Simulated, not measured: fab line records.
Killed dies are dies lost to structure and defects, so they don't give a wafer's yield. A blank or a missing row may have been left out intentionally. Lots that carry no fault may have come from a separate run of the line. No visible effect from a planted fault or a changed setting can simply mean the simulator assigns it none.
fab line records | flow n5-finfet
record lots=5 | wafers=15 | last-day=16
route steps=1938 shown MOL_CONTACT_COAG@615 BEOL_M4@1111 PASSIVATION@1936
lots that met no fault: taken from a fault-free run of the same line
start-h: the number of hours between the record's first day and the start of the first shown wafer of the lot | wait-h: how many hours have passed since the lot's step before this one | " same as the row above | L1.1+2: several wafers, shown together as one row | - either no value or no given start | * or withheld: withheld | < > ~ a bound
route shown NAME@n: NAME is a module with steps in the file, n the number in the route of the first one | usual: mean/standard deviation taken from wafers without a fault | same: alike in all rows | chamber/n: place in a boat | sites: each site's reading | _std_site: the standard deviation of these | _edge_site: mean of outer sites minus mean of inner sites | radius-mm: for every site, how far away it sits from the centre of the wafer | mask NAME#n: copy n | behind: the most recent tool/chamber to have shaped the wafer | hold: why the lot went on hold/how many hours it stayed there/how the hold came to an end | device: whichever transistor did not switch (one of n, p or np) | end of line: the tests these same wafers got at the end of their route | a step without rows: its recipe alone | killed: not the wafer's yield, but the dies lost to structure and defects at the first sort | map: a wafer's dies, marking killed ones x, the rest . and places with no die _
set.NAME: the setting that was run; set.NAME@STEP: the one run at that earlier step | model.NAME: the simulator's own value behind a step, which no gauge read
lots at selected steps of the route; one table per step, one row per wafer
services: from which hour (start-h, from the record's first day; less than 0 if before it) a tool's chamber was out of use, for how many hours, and why
## steps
# step N5_MOL_CONTACT_COAG_VIA_ETCH_117
# recipe chemistry=C4F6/O2 | target-depth-a=400 | overetch-a=80 | mask-material=SOC | target=SiO2 | bias-w=455 | pressure-mtorr=10 | time-s=26 | source-w=325 | Ar_flow_sccm=300 | C4F6_flow_sccm=10 | O2_flow_sccm=10 | ion-energy-ev=575.3 | ends=end-point
# step N5_MOL_CONTACT_COAG_ETCH_124
# recipe chemistry=CH3F/O2 | target=SiNx | target-depth-a=65 | mask-material=SOC | stop-on=SiOC | over-etch-frac=0.3 | ion-energy-ev=120 | pressure-mtorr=30 | source-w=395 | bias-w=73 | Ar_flow_sccm=150 | CH3F_flow_sccm=30 | O2_flow_sccm=20 | ends=end-point
# step N5_MOL_CONTACT_COAG_ETCH_48
# recipe chemistry=C4F6/O2 | target-depth-a=150 | overetch-a=45 | mask-material=SOC | target=SiOC | bias-w=465 | pressure-mtorr=10 | time-s=17 | source-w=335 | Ar_flow_sccm=300 | C4F6_flow_sccm=10 | O2_flow_sccm=10 | ion-energy-ev=576
# step N5_MOL_CONTACT_COAG_STRIP_72
# recipe chemistry=N2/H2 | power-w=450 | temp-c=40 | pressure-mtorr=20 | rf-frequency-hz=6e+07 | overash-fraction=3 | bias-power-w=7 | h2-frac=0.5 | n2-flow-sccm=200 | h2-flow-sccm=200
# step N5_MOL_CONTACT_COAG_STRIP_49
# recipe chemistry=N2/H2 | time-s=30 | power-w=1000 | temp-c=250 | pressure-mtorr=withheld | n2-flow-sccm=1750 | h2-flow-sccm=3250
# step N5_MOL_CONTACT_COAG_PRECLEAN_138
# recipe chemistry=alkaline-clean | temp-c=60 | time-s=60 | do-ppb=50
# step N5_MOL_CONTACT_COAG_SRD_139
# recipe dry=ipa-marangoni | time-s=30 | temp-c=23 | rinse-liquid=diw
# step N5_MOL_CONTACT_COAG_PRE_CLEAN_121
# recipe gas=H2/He | time-s=* | temp-c=withheld
# step N5_MOL_CONTACT_COAG_CVD_140
# recipe material=W | target-thk-a=665 | mode=selective-fill | temp-c=300 | time-s=215
# step N5_MOL_CONTACT_COAG_PRECLEAN_127
# recipe chemistry=DIW | time-s=57.5 | temp-c=23
# step N5_MOL_CONTACT_COAG_SRD_128
# recipe dry-time-s=32 | dry=n2-spin | spin-rpm=1500
# step N5_MOL_CONTACT_COAG_CMP_52
# recipe stop-on=SiO2 | t-overpolish-s=1.5 | post-cmp-clean=w-dilute-nh4oh | down-force-psi=4 | platen-rpm=50.289 | pad-velocity-m-s=1.0006 | target-thk-nm=66.5
# usual edge-zone-pressure-frac=1.000/0.0047 | head-pressure-psi=4.000/0.0087 | motor-current-A=12.2/1.2 | overpolish-run-s=1.500/0.0093 | pad-life-wafers=990/680 | time-to-endpoint-s=13.1/1.9
lot.wafer | tool   | chamber | start-h | wait-h | edge-zone-pressure-frac | head-pressure-psi | motor-current-A | overpolish-run-s | pad-life-wafers | time-to-endpoint-s | model.W_of_MOL_CONTACT_COAG_CVD_140.thk-nm
L359.1    | cmp-02 | 2       | 147.18  | 0.0    | 1.003                   | 4.000             | 11.0            | 1.485            | 246             | 10.7               | 66.4
L359.4    | "      | 3       | "       | "      | 0.995                   | 4.003             | 11.3            | 1.488            | 247             | 13.2               | 65.8
L359.2    | "      | 1       | "       | "      | 1.006                   | 3.987             | 12.8            | 1.497            | 249             | 14.8               | 66.4
L366.1    | cmp-02 | 3       | 187.93  | 0.0    | 0.998                   | 3.997             | 11.6            | 1.515            | 654             | 13.1               | 67
L366.4    | "      | 2       | "       | "      | 0.994                   | 3.993             | 11.7            | 1.514            | 657             | 14.9               | 67
L366.6    | "      | 0       | "       | "      | 0.999                   | 4.000             | 13.0            | 1.490            | -               | 14.2               | 65.8
L371.1    | cmp-01 | 2       | 213.15  | 0.0    | -                       | -                 | -               | -                | -               | -                  | 67
L371.4    | "      | 3       | "       | "      | -                       | -                 | -               | -                | -               | -                  | 66.6
L371.3    | "      | 1       | "       | "      | -                       | -                 | -               | -                | -               | -                  | 66.4
L372.2    | cmp-01 | 2       | 225.99  | 0.0    | -                       | -                 | -               | -                | -               | -                  | 67.6
L372.1    | "      | 3       | "       | "      | -                       | -                 | -               | -                | -               | -                  | 67.8
L372.6    | "      | 3       | "       | "      | -                       | -                 | -               | -                | -               | -                  | 67.6
L373.4    | cmp-02 | 2       | 227.99  | 0.1    | -                       | -                 | -               | -                | -               | -                  | 66.4
L373.3    | "      | 3       | "       | "      | -                       | -                 | -               | -                | -               | -                  | 66.8
L373.5    | "      | 1       | "       | "      | -                       | -                 | -               | -                | -               | -                  | 66.6
# step N5_MOL_CONTACT_COAG_THK_MEAS_53
# recipe reads=SiO2_of_MOL_CONTACT_COAG_PECVD_31
# usual VIA_MOL_THK=43.8/0.54
lot.wafer | tool          | chamber | start-h | wait-h | VIA_MOL_THK[nm]
L359.1    | film-metro-01 | -       | 147.47  | -      | 43.3
L359.2    | "             | -       | "       | "      | 43.2
L359.4    | "             | -       | "       | "      | 43.6
L366.1    | film-metro-01 | -       | 188.23  | -      | 43.0
L366.4    | "             | -       | "       | "      | 43.7
L366.6    | "             | -       | "       | "      | 43.5
L371.1    | film-metro-01 | -       | 213.45  | 0.3    | -
L371.3    | "             | -       | "       | "      | -
L371.4    | "             | -       | "       | "      | -
L372.1    | film-metro-02 | -       | 226.28  | 0.2    | -
L372.2    | "             | -       | "       | "      | -
L372.6    | "             | -       | "       | "      | -
L373.3    | film-metro-02 | -       | 228.21  | 0.1    | -
L373.4    | "             | -       | "       | "      | -
L373.5    | "             | -       | "       | "      | -
# step N5_MOL_CONTACT_COAG_ANNEAL_112
# recipe temp-c=400 | time-s=1800 | ambient=HPD2 | pressure-atm=10
# step N5_MOL_CONTACT_COAG_INSPECT_97
# recipe inspect-instrument=darkfield | mode=post-anneal
# usual raw-defect-count=43/16
lot.wafer | tool              | chamber | start-h | wait-h | raw-defect-count
L359.1    | defect-inspect-02 | -       | 150.52  | 0.0    | 21
L359.2    | "                 | -       | "       | "      | 20
L359.4    | "                 | -       | "       | "      | 44
L366.1    | defect-inspect-02 | -       | 191.28  | 0.0    | 43
L366.4    | "                 | -       | "       | "      | 69
L366.6    | "                 | -       | "       | "      | 37
L371.1    | defect-inspect-02 | -       | 218.84  | 0.0    | 1255
L371.3    | "                 | -       | "       | "      | 1217
L371.4    | "                 | -       | "       | "      | 1222
L372.1    | defect-inspect-02 | -       | 229.33  | 0.0    | 1255
L372.2    | "                 | -       | "       | "      | 1243
L372.6    | "                 | -       | "       | "      | 1217
L373.3    | defect-inspect-02 | -       | 232.39  | 0.1    | 1341
L373.4    | "                 | -       | "       | "      | 1303
L373.5    | "                 | -       | "       | "      | 1298
# step N5_BEOL_M4_RC_MEAS_101
# usual DIBL_N=35.8/1.8 | DIBL_P=35.6/2 | IOFF_N=0.148/0.028 | IOFF_P=0.20/0.034 | ION_N=672/12 | ION_P=462/8.5 | SS_N=71.2/0.65 | SS_P=73.1/0.67 | VT_N=251/3.3 | VT_P=-251/3.8
lot.wafer | tool      | chamber | start-h | wait-h | DIBL_N[mV/V] | DIBL_P[mV/V] | IOFF_N[nA/um] | IOFF_P[nA/um] | ION_N[uA/um] | ION_P[uA/um] | SS_N[mV/dec] | SS_P[mV/dec] | VT_N[mV] | VT_P[mV]
L359.1    | prober-01 | 0       | 202.10  | 0.0    | 39.4         | 37.9         | 0.207         | 0.27          | 693          | 484          | 71.9         | 74.3         | 244      | -243
L359.2    | "         | 0       | "       | "      | 36.9         | 35.3         | 0.155         | 0.22          | 672          | 468          | 71.6         | 73.5         | 251      | -246
L359.4    | "         | 0       | "       | "      | 36.8         | 36.0         | 0.171         | 0.24          | 689          | 481          | 71.8         | 72.6         | 246      | -244
L366.1    | prober-01 | 0       | 244.70  | 0.0    | 33.6         | 33.7         | 0.123         | 0.17          | 668          | 458          | 71.1         | 72.9         | 253      | -252
L366.4    | "         | 0       | "       | "      | 33.3         | 32.5         | 0.119         | 0.18          | 658          | 459          | 70.8         | 72.1         | 253      | -251
L366.6    | "         | 0       | "       | "      | 31.8         | 30.4         | 0.091         | 0.14          | 643          | 453          | 71.6         | 71.2         | 258      | -256
# step N5_PASSIVATION_PROBE_49
# usual defect-limited-yield=91.3/1.5 | killed_at_M0_to_M3=34/11 | killed_at_M4_up=14/6.1 | killed-at-contacts=12/5.9 | killed-at-front-end=39/11 | killed-at-other=4/3.3 | killed-dies=102/18 | killed-on-rim=13/3.8 | killed-open=67/13 | killed-short=33/7.9 | sort_bin_5_function=5.1/1 | sort_bin_6_memory=3.3/0.7 | sort_bin_8_speed=0.1/0.69 | sort-n-pass=1077/19 | sort-yield-pct=91.3/1.6
# same gross-dies=1180 | killed-at-back-side=0 | sort_bin_4_leakage[%]=0
lot.wafer | tool      | chamber | start-h | wait-h | defect-limited-yield[%] | killed_at_M0_to_M3 | killed_at_M4_up | killed-at-contacts | killed-at-front-end | killed-at-other | killed-dies | killed-on-rim | killed-open | killed-short | sort_bin_5_function[%] | sort_bin_6_memory[%] | sort_bin_8_speed[%] | sort-n-pass | sort-yield-pct[%]
L371.1    | prober-01 | -       | 382.61  | 0.0    | 0                       | 54                 | 16              | 1065               | 40                  | 5               | 1180        | 152           | 93          | 28           | 7.3                    | 2.8                  | 0                   | 0           | 0
L371.3    | prober-01 | -       | 382.71  | 0.1    | 0                       | 47                 | 14              | 1073               | 44                  | 2               | 1180        | 152           | 79          | 44           | 7.1                    | 3.3                  | 0                   | 0           | 0
L371.4    | prober-01 | -       | 382.76  | 0.2    | 0                       | 18                 | 15              | 1113               | 31                  | 3               | 1180        | 152           | 54          | 20           | 3.8                    | 2.4                  | 0                   | 0           | 0
L372.1    | prober-02 | -       | 385.92  | 0.0    | 0                       | 21                 | 15              | 1125               | 19                  | 0               | 1180        | 152           | 56          | 19           | 4.3                    | 1.9                  | 0                   | 0           | 0
L372.2    | prober-02 | -       | 385.97  | 0.1    | 0                       | 23                 | 16              | 1118               | 22                  | 1               | 1180        | 152           | 60          | 22           | 4.0                    | 2.6                  | 0                   | 0           | 0
L372.6    | prober-02 | -       | 386.17  | 0.3    | 0                       | 23                 | 11              | 1107               | 39                  | 0               | 1180        | 152           | 58          | 40           | 4.7                    | 3.3                  | 0                   | 0           | 0
L373.3    | prober-01 | -       | 386.77  | 0.1    | 0                       | 30                 | 11              | 1104               | 35                  | 0               | 1180        | 152           | 58          | 29           | 5.1                    | 2.1                  | 0                   | 0           | 0
L373.4    | prober-01 | -       | 386.82  | 0.2    | 0                       | 25                 | 11              | 1107               | 35                  | 2               | 1180        | 152           | 53          | 32           | 3.7                    | 3.3                  | 0                   | 0           | 0
L373.5    | prober-01 | -       | 386.87  | 0.2    | 0                       | 27                 | 7               | 1115               | 29                  | 2               | 1180        | 152           | 48          | 24           | 4.1                    | 1.9                  | 0                   | 0           | 0
# killed by level:class
L371.1 MOL_CONTACT_COAG:area-cmp=1058 BEOL_M3:geometric-particle:open=29 BEOL_M2:geometric-particle:open=11 FIN_SAQP:geometric-particle:short=7 STI_FIN_REVEAL:geometric-particle:open=7 DUMMY_GATE:geometric-particle:open=6 MOL_CONTACT_COAG:geometric-particle:open=6 STARTING-WAFER:geometric-particle:open=5
L371.3 MOL_CONTACT_COAG:area-cmp=1056 MOL_CONTACT_COAG:geometric-particle:open=15 FIN_SAQP:geometric-particle:short=12 BEOL_M1:geometric-particle:open=11 BEOL_M4:geometric-particle:open=9 DUMMY_GATE:geometric-particle:open=8 BEOL_M0_SAQP:geometric-particle:open=8 BEOL_M2:geometric-particle:open=8
L371.4 MOL_CONTACT_COAG:area-cmp=1104 MOL_CONTACT_COAG:geometric-particle:open=8 FIN_SAQP:geometric-particle:open=7 BEOL_M2:geometric-particle:open=7 FIN_SAQP:geometric-particle:short=6 STI_FIN_REVEAL:geometric-particle:open=6 DUMMY_GATE:geometric-particle:open=5 BEOL_M2:geometric-particle:short=3
L372.1 MOL_CONTACT_COAG:area-cmp=1105 MOL_CONTACT_COAG:geometric-particle:open=17 BEOL_M4:geometric-particle:open=7 BEOL_M0_SAQP:geometric-particle:open=6 DUMMY_GATE:geometric-particle:open=4 GATE_CUT:geometric-particle:short=4 BEOL_M3:geometric-particle:open=4 STARTING-WAFER:geometric-particle:short=4
L372.2 MOL_CONTACT_COAG:area-cmp=1098 MOL_CONTACT_COAG:geometric-particle:open=18 FIN_SAQP:geometric-particle:open=7 BEOL_M3:geometric-particle:open=7 BEOL_M4:geometric-particle:open=7 FIN_SAQP:geometric-particle:short=5 BEOL_M0_SAQP:geometric-particle:short=5 BEOL_M0_SAQP:geometric-particle:open=3
L372.6 MOL_CONTACT_COAG:area-cmp=1082 MOL_CONTACT_COAG:geometric-particle:open=18 FIN_SAQP:geometric-particle:short=7 MOL_CONTACT_COAG:geometric-particle:short=7 BEOL_M0_SAQP:geometric-particle:short=6 BEOL_M0_SAQP:geometric-particle:open=6 DUMMY_GATE:geometric-particle:open=4 GATE_CUT:geometric-particle:open=4
L373.3 MOL_CONTACT_COAG:area-cmp=1093 STI_FIN_REVEAL:geometric-particle:open=11 BEOL_M0_SAQP:geometric-particle:short=10 FIN_SAQP:geometric-particle:open=8 BEOL_M0_SAQP:geometric-particle:open=8 MOL_CONTACT_COAG:geometric-particle:open=7 BEOL_M1:geometric-particle:open=5 GATE_CUT:geometric-particle:short=5
L373.4 MOL_CONTACT_COAG:area-cmp=1094 MOL_CONTACT_COAG:geometric-particle:open=10 BEOL_M0_SAQP:geometric-particle:short=7 BEOL_M0_SAQP:geometric-particle:open=6 STARTING-WAFER:geometric-particle:open=6 FIN_SAQP:geometric-particle:open=5 DUMMY_GATE:geometric-particle:open=4 GATE_CUT:geometric-particle:short=4
L373.5 MOL_CONTACT_COAG:area-cmp=1107 BEOL_M1:geometric-particle:open=8 BEOL_M0_SAQP:geometric-particle:open=6 GATE_CUT:geometric-particle:short=5 GATE_CUT:geometric-particle:open=5 MOL_CONTACT_COAG:geometric-particle:open=5 FIN_SAQP:geometric-particle:short=4 FIN_SAQP:geometric-particle:open=3
# map L371.1 (x killed, . not)
_________________xxxxxxxxxxxx________________
______________xxxxxxxxxxxxxxxxxx_____________
___________xxxxxxxxxxxxxxxxxxxxxxxx__________
__________xxxxxxxxxxxxxxxxxxxxxxxxxx_________
________xxxxxxxxxxxxxxxxxxxxxxxxxxxxxx_______
_______xxxxxxxxxxxxxxxxxxxxxxxxxxxxxxxx______
______xxxxxxxxxxxxxxxxxxxxxxxxxxxxxxxxxx_____
_____xxxxxxxxxxxxxxxxxxxxxxxxxxxxxxxxxxxx____
____xxxxxxxxxxxxxxxxxxxxxxxxxxxxxxxxxxxxxx___
___xxxxxxxxxxxxxxxxxxxxxxxxxxxxxxxxxxxxxxxx__
___xxxxxxxxxxxxxxxxxxxxxxxxxxxxxxxxxxxxxxxx__
__xxxxxxxxxxxxxxxxxxxxxxxxxxxxxxxxxxxxxxxxxx_
__xxxxxxxxxxxxxxxxxxxxxxxxxxxxxxxxxxxxxxxxxx_
_xxxxxxxxxxxxxxxxxxxxxxxxxxxxxxxxxxxxxxxxxxxx
_xxxxxxxxxxxxxxxxxxxxxxxxxxxxxxxxxxxxxxxxxxxx
_xxxxxxxxxxxxxxxxxxxxxxxxxxxxxxxxxxxxxxxxxxxx
_xxxxxxxxxxxxxxxxxxxxxxxxxxxxxxxxxxxxxxxxxxxx
_xxxxxxxxxxxxxxxxxxxxxxxxxxxxxxxxxxxxxxxxxxxx
_xxxxxxxxxxxxxxxxxxxxxxxxxxxxxxxxxxxxxxxxxxxx
_xxxxxxxxxxxxxxxxxxxxxxxxxxxxxxxxxxxxxxxxxxxx
_xxxxxxxxxxxxxxxxxxxxxxxxxxxxxxxxxxxxxxxxxxxx
__xxxxxxxxxxxxxxxxxxxxxxxxxxxxxxxxxxxxxxxxxx_
__xxxxxxxxxxxxxxxxxxxxxxxxxxxxxxxxxxxxxxxxxx_
___xxxxxxxxxxxxxxxxxxxxxxxxxxxxxxxxxxxxxxxx__
___xxxxxxxxxxxxxxxxxxxxxxxxxxxxxxxxxxxxxxxx__
____xxxxxxxxxxxxxxxxxxxxxxxxxxxxxxxxxxxxxx___
_____xxxxxxxxxxxxxxxxxxxxxxxxxxxxxxxxxxxx____
______xxxxxxxxxxxxxxxxxxxxxxxxxxxxxxxxxx_____
_______xxxxxxxxxxxxxxxxxxxxxxxxxxxxxxxx______
________xxxxxxxxxxxxxxxxxxxxxxxxxxxxxx_______
__________xxxxxxxxxxxxxxxxxxxxxxxxxx_________
___________xxxxxxxxxxxxxxxxxxxxxxxx__________
______________xxxxxxxxxxxxxxxxxx_____________
_________________xxxxxxxxxxxx________________
# map L372.1 (x killed, . not)
_________________xxxxxxxxxxxx________________
______________xxxxxxxxxxxxxxxxxx_____________
___________xxxxxxxxxxxxxxxxxxxxxxxx__________
__________xxxxxxxxxxxxxxxxxxxxxxxxxx_________
________xxxxxxxxxxxxxxxxxxxxxxxxxxxxxx_______
_______xxxxxxxxxxxxxxxxxxxxxxxxxxxxxxxx______
______xxxxxxxxxxxxxxxxxxxxxxxxxxxxxxxxxx_____
_____xxxxxxxxxxxxxxxxxxxxxxxxxxxxxxxxxxxx____
____xxxxxxxxxxxxxxxxxxxxxxxxxxxxxxxxxxxxxx___
___xxxxxxxxxxxxxxxxxxxxxxxxxxxxxxxxxxxxxxxx__
___xxxxxxxxxxxxxxxxxxxxxxxxxxxxxxxxxxxxxxxx__
__xxxxxxxxxxxxxxxxxxxxxxxxxxxxxxxxxxxxxxxxxx_
__xxxxxxxxxxxxxxxxxxxxxxxxxxxxxxxxxxxxxxxxxx_
_xxxxxxxxxxxxxxxxxxxxxxxxxxxxxxxxxxxxxxxxxxxx
_xxxxxxxxxxxxxxxxxxxxxxxxxxxxxxxxxxxxxxxxxxxx
_xxxxxxxxxxxxxxxxxxxxxxxxxxxxxxxxxxxxxxxxxxxx
_xxxxxxxxxxxxxxxxxxxxxxxxxxxxxxxxxxxxxxxxxxxx
_xxxxxxxxxxxxxxxxxxxxxxxxxxxxxxxxxxxxxxxxxxxx
_xxxxxxxxxxxxxxxxxxxxxxxxxxxxxxxxxxxxxxxxxxxx
_xxxxxxxxxxxxxxxxxxxxxxxxxxxxxxxxxxxxxxxxxxxx
_xxxxxxxxxxxxxxxxxxxxxxxxxxxxxxxxxxxxxxxxxxxx
__xxxxxxxxxxxxxxxxxxxxxxxxxxxxxxxxxxxxxxxxxx_
__xxxxxxxxxxxxxxxxxxxxxxxxxxxxxxxxxxxxxxxxxx_
___xxxxxxxxxxxxxxxxxxxxxxxxxxxxxxxxxxxxxxxx__
___xxxxxxxxxxxxxxxxxxxxxxxxxxxxxxxxxxxxxxxx__
____xxxxxxxxxxxxxxxxxxxxxxxxxxxxxxxxxxxxxx___
_____xxxxxxxxxxxxxxxxxxxxxxxxxxxxxxxxxxxx____
______xxxxxxxxxxxxxxxxxxxxxxxxxxxxxxxxxx_____
_______xxxxxxxxxxxxxxxxxxxxxxxxxxxxxxxx______
________xxxxxxxxxxxxxxxxxxxxxxxxxxxxxx_______
__________xxxxxxxxxxxxxxxxxxxxxxxxxx_________
___________xxxxxxxxxxxxxxxxxxxxxxxx__________
______________xxxxxxxxxxxxxxxxxx_____________
_________________xxxxxxxxxxxx________________
## services
tool   | chamber | start-h | hours | kind
cmp-02 | -       | 136.64  | 2.2   | repair
cmp-01 | -       | 153.65  | 4.2   | pm
cmp-01 | -       | 157.95  | 2.1   | repair
cmp-01 | -       | 189.59  | 0.3   | repair
cmp-01 | -       | 193.67  | 4.0   | pm
cmp-01 | -       | 197.67  | -     | consumable-replace:conditioner
cmp-01 | -       | 197.67  | -     | consumable-replace:pad
cmp-02 | -       | 208.01  | 1.8   | repair
cmp-01 | -       | 218.47  | 1.5   | repair
## key
first-sign step=N5_MOL_CONTACT_COAG_CMP_52 | reading=tool-record | direction=missing
effect step=N5_MOL_CONTACT_COAG_THK_MEAS_53 | reading=VIA_MOL_THK | direction=missing
effect step=N5_MOL_CONTACT_COAG_INSPECT_97 | reading=raw-defect-count | direction=up | sigmas=79 | usual=43 | struck=1261
effect step=N5_PASSIVATION_PROBE_49 | reading=killed-at-contacts | direction=up | sigmas=99+ | usual=12 | struck=1103
model-effect step=N5_MOL_CONTACT_COAG_CMP_52 | value=W_of_MOL_CONTACT_COAG_CVD_140.thk-nm | without=65.4 | struck=67.67
more-kills-born-at N5_MOL_CONTACT_COAG_CMP_52@cmp-01=6492 | N5_MOL_CONTACT_COAG_CMP_52@cmp-02=3290
met-at N5_MOL_CONTACT_COAG_CMP_52
struck-wafers L371.1,L371.3,L371.4,L372.1,L372.2,L372.6,L373.3,L373.4,L373.5
later-rows-left-out L371.1,L371.3,L371.4,L372.1,L372.2,L372.6,L373.3,L373.4,L373.5
onset-between 187.93 213.15
fault kind=skipped-step-whole | tool=cmp-01,cmp-02 | chamber=- | onset-h=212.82 | steps=N5_MOL_CONTACT_COAG_CMP_52 | scope=struck-lots-only
# later-rows-left-out: the simulator's readings of these wafers behind a module that went badly wrong aren't trusted and aren't shown, but for the sort
